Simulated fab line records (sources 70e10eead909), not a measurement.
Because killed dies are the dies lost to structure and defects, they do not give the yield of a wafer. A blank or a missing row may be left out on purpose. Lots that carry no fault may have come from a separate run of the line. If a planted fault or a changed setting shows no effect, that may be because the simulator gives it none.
fab line records	flow nand_harc
[record] lots = 13	wafers = 39	last_day = 24
route steps=1159 shown A_STAIRCASE@620 THIN_TSV@1125 END@1159
lots with no fault: from the same line, run without faults
start_h: hours from the record's first day to the start of the lot's first wafer shown	wait_h: time in hours since the lot's previous step	" as in the row above	L1.1+2: a row that stands for several wafers	- either no value or no given start	* or withheld: withheld	< > ~ a bound
route shown NAME@n: a module of which the file shows steps, and the number in the route of the first	usual: average and standard deviation across the fault-free wafers	same: alike in all rows	chamber/n: place in a boat	sites: readings site by site	_std_site: their standard deviation	_edge_site: inner sites' mean taken away from outer sites' mean	radius_mm: how far each site lies from the wafer's centre	mask NAME#n: copy n	behind: tool/chamber where the wafer was last shaped	hold: reason for holding the lot/hours on hold/outcome of the hold	device: which transistor (n, p or np) failed to switch	end of line: the same wafers' tests at the end of the route	for a step that has no rows: nothing shown but its recipe	killed: at the first sort, the dies lost to defects and structure; wafer yield is something else	map: the dies of a wafer, with x for killed, . for not killed, _ for no die there
set.NAME: the setting the step ran with; set.NAME@STEP: the setting that earlier step ran with	model.NAME: the simulator's own value behind a step, which no gauge read
steps of the route over a sample of lots; a table a step, a row a wafer
services: the hour from which a tool's chamber was out of use, counted from the record's first day as start_h (under 0 if before that day), plus the number of hours and why
[[steps]]
[step NHARC_A_STAIRCASE_TRIM_226]
[recipe] time_s = 211.2	o2_flow_sccm = 500	ar_flow_sccm = 0	bias_w = 0	chemistry = O2
[usual] drypump_motor_current_A = 5.6/0.41	mfc_ar_sccm = 0.020/0.014	oes_product_au = 1.001/0.0072	rf_vpp_V = 57.8/0.8	showerhead_plenum_p_Torr = 3.54/0.17	throttle_valve_pct = 17.037/0.009
lot.wafer	tool	chamber	start_h	wait_h	drypump_motor_current_A	mfc_ar_sccm	oes_product_au	rf_hours_counter_h	rf_vpp_V	showerhead_plenum_p_Torr	throttle_valve_pct
L701.3	rie_diel-10	0	230.72	-	5.2	0.020	1.000	17	56.5	3.36	17.032
L701.6	"	3	"	"	5.3	0.035	0.992	-	58.4	3.67	17.043
L701.5	"	0	"	"	5.2	0.020	0.994	-	57.1	3.36	17.037
L704.3	rie_diel-05	3	253.09	-	5.0	0.012	1.001	25	58.7	3.46	17.036
L704.2	"	2	"	"	5.3	0.013	0.990	28	56.2	3.56	17.030
L704.5	"	3	"	"	5.0	0.012	1.001	-	57.5	3.46	17.032
L702.2	rie_diel-05	0	253.38	-	6.1	0.027	1.007	30	58.9	3.28	17.032
L702.3	"	2	"	"	5.3	0.013	1.007	28	58.4	3.56	17.038
L702.5	"	3	"	"	5.0	0.012	1.017	-	58.3	3.46	17.023
L705.2	rie_diel-10	3	271.18	-	5.3	0.035	1.008	30	57.9	3.66	17.041
L705.3	"	2	"	"	6.1	0.044	1.008	28	59.2	3.71	17.036
L705.6	"	3	"	"	5.3	0.035	1.009	-	58.8	3.66	17.038
L706.1	rie_diel-05	2	271.62	-	5.4	0.013	1.003	33	56.5	3.56	17.027
L706.4	"	0	"	"	6.1	0.027	0.995	36	58.6	3.28	17.031
L706.6	"	2	"	"	5.4	0.013	1.010	-	58.2	3.56	17.022
L707.4	rie_diel-05	1	288.65	-	6.0	0	1.004	40	57.3	3.51	17.036
L707.2	"	2	"	"	5.3	0.013	1.009	38	58.2	3.56	17.039
L707.5	"	0	"	"	6.1	0.027	0.994	-	58.1	3.27	17.030
L709.4	rie_diel-10	1	294.68	-	5.4	0.017	0.997	36	58.1	3.79	17.043
L709.2	"	2	"	"	6.1	0.044	1.002	37	57.4	3.70	17.021
L709.3	"	3	"	"	5.3	0.035	0.999	39	57.8	3.65	17.042
L710.1	rie_diel-05	0	297.54	-	6.1	0.027	1.006	48	58.6	3.27	17.032
L710.2	"	1	"	"	6.1	0	0.992	45	57.7	3.50	17.033
L710.5	"	1	"	"	6.0	0	1.004	-	58.0	3.50	17.035
L715.1	rie_diel-05	1	325.35	-	6.0	0	0.999	55	57.6	3.50	17.042
L715.2	"	2	"	"	5.3	0.013	1.008	53	56.4	3.55	17.035
L715.4	"	0	"	"	6.1	0.027	0.982	58	55.6	3.26	17.033
L717.1	rie_diel-10	3	338.65	-	5.3	0.035	0.993	55	57.8	3.65	17.036
L717.4	"	1	"	"	5.4	0.017	0.989	54	58.5	3.78	17.047
L717.6	"	3	"	"	5.3	0.035	0.999	-	59.3	3.65	17.037
L720.1	rie_diel-10	2	346.66	-	6.1	0.044	0.997	58	56.5	3.69	17.024
L720.4	"	3	"	"	5.3	0.035	1.006	59	58.7	3.64	17.014
L720.5	"	3	"	"	5.3	0.035	1.007	-	57.9	3.64	17.031
L718.2	rie_diel-01	3	347.50	-	5.0	0.033	0.995	12	57.9	3.80	17.032
L718.1	"	0	"	"	5.6	0	1.013	11	58.0	3.39	17.034
L718.3	"	1	"	"	6.0	0.038	1.001	9	57.9	3.65	17.043
L722.2	rie_diel-10	1	364.79	-	5.4	0.017	1.002	0	57.4	3.77	17.024
L722.6	"	1	"	"	5.4	0.017	1.000	-	58.7	3.77	17.058
L722.5	"	2	"	"	6.1	0.044	1.004	-	57.8	3.69	17.042
[step NHARC_THIN_TSV_ETCHBACK_48]
[recipe] target_depth_a = 10285	over_etch_frac = 0.3	time_s = 405.17	ion_energy_ev = 250	c4f8_flow_sccm = withheld	ar_flow_sccm = withheld	rf_w = 600	bias_w = 300	chemistry = C4F8/Ar
[usual] oes_product_au = 0.946/0.03	rf_vpp_V = 548/3.2
lot.wafer	tool	chamber	start_h	wait_h	oes_product_au	rf_hours_counter_h	rf_vpp_V
L701.3	rie_diel-02	1	429.14	-	0.917	5	548
L701.6	"	1	"	"	0.918	-	548
L701.5	"	2	"	"	0.922	-	550
L702.2	rie_diel-11	2	431.56	-	1.004	5	546
L702.3	"	3	"	"	0.998	4	547
L702.5	"	1	"	"	0.992	-	553
L704.3	rie_diel-02	0	432.74	-	0.925	6	553
L704.2	"	2	"	"	0.909	6	550
L704.5	"	1	"	"	0.915	-	548
L705.2	rie_diel-09	0	452.83	-	0.998	2	543
L705.3	"	1	"	"	1.002	2	551
L705.6	"	0	"	"	1.005	-	540
L706.4	rie_diel-02	0	464.51	-	0.973	8	553
L706.1	"	1	"	"	0.951	8	546
L706.6	"	0	"	"	0.977	-	553
L710.1	rie_diel-09	1	483.23	-	0.933	5	551
L710.2	"	3	"	"	0.941	5	550
L710.5	"	1	"	"	0.922	-	550
L707.4	rie_diel-11	3	484.20	-	0.932	6	549
L707.2	"	1	"	"	0.918	6	552
L707.5	"	0	"	"	0.927	-	544
L709.2	rie_diel-02	1	487.64	-	0.925	10	548
L709.3	"	2	"	"	0.927	10	550
L709.4	"	3	"	"	0.933	11	547
L715.4	rie_diel-09	0	503.74	-	0.929	8	543
L715.1	"	1	"	"	0.925	8	551
L715.2	"	2	"	"	0.927	6	546
L717.4	rie_diel-09	3	516.14	-	0.935	9	551
L717.1	"	0	"	"	0.922	10	544
L717.6	"	2	"	"	0.921	-	544
L720.4	rie_diel-02	0	538.68	-	0.931	1	552
L720.1	"	1	"	"	0.935	1	547
L720.5	"	1	"	"	0.942	-	546
L718.3	rie_diel-09	0	543.05	-	0.936	13	542
L718.2	"	2	"	"	0.950	11	546
L718.1	"	3	"	"	0.946	12	551
L722.2	rie_diel-02	2	552.37	-	0.930	3	551
L722.5	"	1	"	"	0.925	-	547
L722.6	"	2	"	"	0.948	-	550
[step NHARC_THIN_TSV_PRE_CLEAN_50]
[recipe] time_s = 30	temp_c = 280	gas = H2/He
[usual] heater_power_w = 386/33
lot.wafer	tool	chamber	start_h	wait_h	heater_power_w
L701.3	pvd_sputter-01	-	-	-	338
L701.6	"	-	"	"	329
L701.5	"	-	"	"	370
L702.3	pvd_sputter-01	-	-	-	381
L702.2	"	-	"	"	401
L702.5	"	-	"	"	333
L704.2	pvd_sputter-02	-	-	-	377
L704.3	"	-	"	"	348
L704.5	"	-	"	"	345
L705.2	pvd_sputter-02	-	-	-	360
L705.3	"	-	"	"	343
L705.6	"	-	"	"	377
L706.4	pvd_sputter-01	-	-	-	342
L706.1	"	-	"	"	376
L706.6	"	-	"	"	329
L710.1	pvd_sputter-03	-	-	-	429
L710.2	"	-	"	"	421
L710.5	"	-	"	"	372
L707.4	pvd_sputter-01	-	-	-	413
L707.2	"	-	"	"	395
L707.5	"	-	"	"	340
L709.4	pvd_sputter-01	-	-	-	381
L709.3	"	-	"	"	398
L709.2	"	-	"	"	327
L715.1	pvd_sputter-02	-	-	-	357
L715.2	"	-	"	"	385
L715.4	"	-	"	"	342
L717.1	pvd_sputter-02	-	-	-	362
L717.4	"	-	"	"	344
L717.6	"	-	"	"	415
L720.4	pvd_sputter-01	-	-	-	390
L720.1	"	-	"	"	329
L720.5	"	-	"	"	392
L718.2	pvd_sputter-02	-	-	-	415
L718.1	"	-	"	"	369
L718.3	"	-	"	"	385
L722.2	pvd_sputter-02	-	-	-	364
L722.6	"	-	"	"	355
L722.5	"	-	"	"	373
[step NHARC_THIN_TSV_PRE_CLEAN_54]
[recipe] time_s = 30	temp_c = 280	gas = H2/He
[usual] heater_power_w = 389/34
lot.wafer	tool	chamber	start_h	wait_h	heater_power_w
L701.3	pvd_sputter-02	-	431.95	0.0	382
L701.5	"	-	"	"	372
L701.6	"	-	"	"	339
L702.2	pvd_sputter-03	-	434.36	0.1	403
L702.3	"	-	"	"	425
L702.5	"	-	"	"	403
L704.3	pvd_sputter-03	-	435.53	0.1	418
L704.2	"	-	"	"	413
L704.5	"	-	"	"	433
L705.3	pvd_sputter-01	-	455.44	0.1	397
L705.2	"	-	"	"	331
L705.6	"	-	"	"	376
L706.4	pvd_sputter-02	-	467.06	0.0	420
L706.1	"	-	"	"	364
L706.6	"	-	"	"	411
L710.2	pvd_sputter-02	-	485.99	0.1	383
L710.1	"	-	"	"	366
L710.5	"	-	"	"	380
L707.2	pvd_sputter-01	-	486.80	0.0	339
L707.4	"	-	"	"	414
L707.5	"	-	"	"	337
L709.2	pvd_sputter-02	-	491.42	0.1	384
L709.3	"	-	"	"	337
L709.4	"	-	"	"	361
L715.2	pvd_sputter-02	-	506.64	0.1	361
L715.1	"	-	"	"	369
L715.4	"	-	"	"	334
L717.1	pvd_sputter-02	-	519.72	0.1	422
L717.4	"	-	"	"	334
L717.6	"	-	"	"	365
L720.1	pvd_sputter-02	-	541.28	0.1	385
L720.4	"	-	"	"	415
L720.5	"	-	"	"	392
L718.1	pvd_sputter-02	-	546.50	0.0	365
L718.3	"	-	"	"	337
L718.2	"	-	"	"	416
L722.2	pvd_sputter-01	-	554.95	0.1	430
L722.5	"	-	"	"	376
L722.6	"	-	"	"	433
[step NHARC_END_SORT_01]
[recipe] temp_c = 25
[usual] killed_at_array = 28/8.9	killed_at_other = 0.8/1.2	killed_at_periphery = 3.3/2.3	killed_dies = 32/9.4	killed_open = 3.2/1.8	killed_short = 1.9/1.4
[same] gross_dies = 677
lot.wafer	tool	chamber	start_h	wait_h	killed_at_array	killed_at_other	killed_at_periphery	killed_dies	killed_open	killed_short
L706.1	prober-01	0	477.08	2.5	20	0	1	21	1	1
L706.4	prober-01	0	479.45	3.4	16	1	2	19	1	2
L706.6	prober-01	0	481.03	4.0	20	0	2	22	2	2
L710.1	prober-01	0	494.80	2.5	25	3	1	29	1	3
L710.5	prober-01	0	498.05	3.8	14	0	1	15	3	1
L707.2	prober-02	0	503.40	2.8	31	0	4	35	4	0
L709.2	prober-02	0	511.23	2.8	28	0	7	35	5	3
L709.3	prober-02	0	512.03	3.1	33	0	4	37	6	1
L709.4	prober-02	0	512.83	3.4	37	0	4	41	3	4
L715.1	prober-01	0	517.53	2.5	116	0	1	117	3	3
L715.2	prober-01	0	518.32	2.8	24	2	4	30	5	2
L715.4	prober-01	0	519.91	3.4	33	1	2	36	4	5
L720.1	prober-01	0	551.93	2.5	30	0	5	35	4	2
L720.4	prober-01	0	554.33	3.4	15	1	5	21	3	2
L720.5	prober-01	0	555.12	3.7	14	0	0	14	2	2
// killed by level:class
L706.1 A_CHANNEL_HOLE_D1:chamber_film_flake=6 A_SLIT:chamber_film_flake=6 A_CONTACT:chamber_film_flake=5 A_CONTACT:geometric_particle:open=1 A_M1:geometric_particle:short=1 P_ZERO_WELL:chamber_film_flake=1 A_STAIRCASE:chamber_film_flake=1
L706.4 A_SLIT:chamber_film_flake=10 A_CONTACT:chamber_film_flake=2 A_BLC:geometric_particle:open=1 A_BONDPAD:geometric_particle:short=1 P_ZERO_WELL:chamber_film_flake=1 P_GATE:chamber_film_flake=1 STARTING-WAFER:geometric_particle:short=1 A_ZERO_WELL:chamber_film_flake=1
L706.6 A_SLIT:chamber_film_flake=8 A_CONTACT:chamber_film_flake=3 P_ZERO_WELL:chamber_film_flake=2 A_CHANNEL_HOLE_D1:chamber_film_flake=2 A_ONON_D1:geometric_particle:short=1 A_CHANNEL_HOLE_D1:geometric_particle:open=1 A_WL_FILL:geometric_particle:short=1 A_M0:geometric_particle:open=1
L710.1 A_WL_FILL:chamber_film_flake=6 A_CONTACT:chamber_film_flake=6 A_CHANNEL_HOLE_D1:chamber_film_flake=3 A_STAIRCASE:chamber_film_flake=3 THIN_TSV:chamber_film_flake=3 A_ZERO_WELL:chamber_film_flake=2 A_SOURCE_PLATE:geometric_particle:short=1 A_CHANNEL_HOLE_D1:geometric_particle:short=1
L710.5 A_CHANNEL_HOLE_D1:chamber_film_flake=5 A_STAIRCASE:chamber_film_flake=3 A_CONTACT:chamber_film_flake=2 P_CONTACT:geometric_particle:open=1 A_ONON_D1:geometric_particle:short=1 A_CHANNEL_FILL_D1:geometric_particle:open=1 A_BLC:geometric_particle:open=1 A_CHANNEL_FILL_D1:chamber_film_flake=1
L707.2 A_SLIT:chamber_film_flake=13 A_CHANNEL_HOLE_D1:chamber_film_flake=12 A_CONTACT:geometric_particle:open=2 A_STAIRCASE:chamber_film_flake=2 P_M0:geometric_particle:open=1 A_WL_FILL:geometric_particle:open=1 P_ZERO_WELL:chamber_film_flake=1 P_GATE:chamber_film_flake=1
L709.2 A_SLIT:chamber_film_flake=13 A_CHANNEL_HOLE_D1:chamber_film_flake=7 A_CONTACT:chamber_film_flake=4 P_M0:geometric_particle:open=2 P_GATE:geometric_particle:open=1 P_GATE:geometric_particle:short=1 P_M0:geometric_particle:short=1 A_SGD_CUT:geometric_particle:open=1
L709.3 A_SLIT:chamber_film_flake=11 A_CHANNEL_HOLE_D1:chamber_film_flake=10 A_CONTACT:chamber_film_flake=3 P_ZERO_WELL:chamber_film_flake=2 A_ZERO_WELL:chamber_film_flake=2 P_M0:geometric_particle:open=1 A_ONON_D1:geometric_particle:open=1 A_WL_FILL:geometric_particle:open=1
L709.4 A_SLIT:chamber_film_flake=13 A_CHANNEL_HOLE_D1:chamber_film_flake=9 A_STAIRCASE:chamber_film_flake=5 A_ZERO_WELL:chamber_film_flake=3 A_CHANNEL_FILL_D1:geometric_particle:short=2 P_GATE:chamber_film_flake=2 A_ONON_D1:geometric_particle:open=1 A_CHANNEL_FILL_D1:geometric_particle:open=1
L715.1 A_STAIRCASE:unspecified=83 A_CHANNEL_HOLE_D1:chamber_film_flake=19 A_STAIRCASE:chamber_film_flake=6 A_ONON_D1:geometric_particle:short=2 A_CONTACT:chamber_film_flake=2 A_SOURCE_PLATE:geometric_particle:open=1 A_CHANNEL_FILL_D1:geometric_particle:short=1 A_STAIRCASE:geometric_particle:open=1
L715.2 A_CHANNEL_HOLE_D1:chamber_film_flake=12 A_STAIRCASE:chamber_film_flake=3 A_CHANNEL_FILL_D1:geometric_particle:open=2 A_CONTACT:chamber_film_flake=2 THIN_TSV:chamber_film_flake=2 P_CONTACT:geometric_particle:short=1 P_CONTACT:geometric_particle:open=1 A_SOURCE_PLATE:geometric_particle:open=1
L715.4 A_CHANNEL_HOLE_D1:chamber_film_flake=21 A_STAIRCASE:chamber_film_flake=5 A_ONON_D1:geometric_particle:open=2 A_CHANNEL_FILL_D1:geometric_particle:short=2 P_CONTACT:geometric_particle:short=1 A_CHANNEL_HOLE_D1:geometric_particle:open=1 A_WL_FILL:geometric_particle:short=1 A_WL_FILL:geometric_particle:open=1
L720.1 A_CHANNEL_HOLE_D1:chamber_film_flake=10 A_CONTACT:chamber_film_flake=10 A_STAIRCASE:chamber_film_flake=5 A_WL_FILL:geometric_particle:short=2 P_GATE:chamber_film_flake=2 P_M1:chamber_film_flake=2 P_CONTACT:geometric_particle:open=1 A_ONON_D1:geometric_particle:open=1
L720.4 A_CHANNEL_HOLE_D1:chamber_film_flake=6 A_CONTACT:chamber_film_flake=4 P_STI:chamber_film_flake=2 A_STAIRCASE:chamber_film_flake=2 P_CONTACT:geometric_particle:short=1 P_M0:geometric_particle:open=1 A_SOURCE_PLATE:geometric_particle:open=1 A_CONTACT:geometric_particle:open=1
L720.5 A_CHANNEL_HOLE_D1:chamber_film_flake=4 A_STAIRCASE:chamber_film_flake=3 A_CONTACT:chamber_film_flake=3 A_SOURCE_PLATE:geometric_particle:short=1 A_CHANNEL_FILL_D1:geometric_particle:short=1 A_SGD_CUT:geometric_particle:open=1 A_CONTACT:geometric_particle:open=1
[[services]]
tool	chamber	start_h	hours	kind
rie_diel-05	3	211.75	6.3	repair
pvd_sputter-02	-	214.00	10.0	pm
pvd_sputter-02	-	226.61	1.8	repair
rie_diel-05	3	238.27	3.0	repair
rie_diel-02	0	252.50	6.4	repair
pvd_sputter-01	-	254.84	3.1	repair
rie_diel-02	-	327.70	9.0	pm
pvd_sputter-01	-	336.01	10.0	pm
rie_diel-05	-	340.75	9.0	pm
rie_diel-10	-	353.50	9.0	pm
rie_diel-02	1	364.55	9.2	repair
rie_diel-02	0	370.83	3.7	repair
pvd_sputter-01	-	378.20	1.3	repair
rie_diel-02	2	383.72	14.0	repair
pvd_sputter-02	-	392.00	10.0	pm
rie_diel-02	1	410.57	7.7	repair
rie_diel-10	2	423.51	3.3	repair
pvd_sputter-01	-	426.35	1.9	repair
pvd_sputter-02	-	434.43	1.3	repair
rie_diel-02	1	448.72	12.5	repair
rie_diel-02	0	448.92	6.9	repair
pvd_sputter-02	-	456.78	1.3	repair
pvd_sputter-02	-	495.71	1.8	repair
pvd_sputter-01	-	514.01	10.0	pm
[[key]]
[first_sign] step = NHARC_END_SORT_01	reading = killed_at_array	direction = up	sigmas = 9.8	usual = 28	struck = 116
[effect] step = NHARC_END_SORT_01	reading = killed_dies	direction = up	sigmas = 9	usual = 32	struck = 117
[more_kills_born_at] NHARC_A_STAIRCASE_TRIM_226@rie_diel-05 = 83
met_at NHARC_A_STAIRCASE_TRIM_226
struck_lots L715
struck_wafers L715.1
tester_left_out L715
not_acting_at NHARC_THIN_TSV_ETCHBACK_48,NHARC_THIN_TSV_PRE_CLEAN_50,NHARC_THIN_TSV_PRE_CLEAN_54
onset_between 297.54 325.35
[fault] kind = chamber_particle_source	tool = rie_diel-05	chamber = 1	onset_h = 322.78	steps = NHARC_A_STAIRCASE_TRIM_226	rate_per_visit_cm2 = 1.2761	end_h = 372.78
// tester_left_out: of these lots the tester's yield and bins aren't shown, on N5 and GAA mostly nor the transistor test; their killed dies are dies lost to structure and defects alone, not to doping, threshold or leakage, so they don't give the yield
